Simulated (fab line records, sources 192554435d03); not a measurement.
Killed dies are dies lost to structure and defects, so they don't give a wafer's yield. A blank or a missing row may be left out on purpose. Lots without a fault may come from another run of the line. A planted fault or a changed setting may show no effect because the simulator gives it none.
Chamber matching | flow n5_finfet | N5_BEOL_M4_ALD_84 on ald_metal-02: 4 sister chambers
The step deposits TaN, pulse time 2 s, purge time 3 s, co reactant purge time 2 s. 4 wafers are shown with their chamber, then 9 later ones without.

WAFERS WITH THEIR CHAMBER
wafer  | chamber | heater_power_outer_w (W)
L089.5 | 2       | 223
L092.1 | 0       | 221
L092.2 | 3       | 238
L092.6 | 1       | 245

WAFERS WITHOUT THEIR CHAMBER
wafer  | heater_power_outer_w (W)
L094.1 | 221
L094.5 | 229
L094.6 | 241
L095.2 | 224
L095.3 | 236
L095.5 | 228
L097.2 | 242
L097.3 | 239
L097.6 | 238

WHICH CHAMBER EACH WENT THROUGH
wafer  | from the rows above          | in truth
L094.1 | can't be placed: 0 or 2      | 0
L094.5 | can't be placed: 2 or 0 or 3 | 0
L094.6 | can't be placed: 3 or 1      | 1
L095.2 | can't be placed: 2 or 0      | 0
L095.3 | 3                            | 3
L095.5 | can't be placed: 2 or 0 or 3 | 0
L097.2 | can't be placed: 1 or 3      | 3
L097.3 | can't be placed: 3 or 1      | 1
L097.6 | 3                            | 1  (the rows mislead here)
Placed correctly: 1 of 9. Can't be placed from these rows: 7 (the true chamber is among the candidates in 7). Placed wrongly: 1.
How it was worked out, from the rows above alone: a wafer's distance from a chamber is the root of the sum, over the readings, of the square of ((its reading less the chamber's mean) divided by the reading's scatter). The wafer belongs to the nearest chamber; if the next one is less than 2 further off, it can't be placed. A chamber's mean is the mean of its shown wafers. The scatter: with one shown wafer a chamber, the root of the mean of the squares of how far each hidden wafer lies from its nearest shown one.
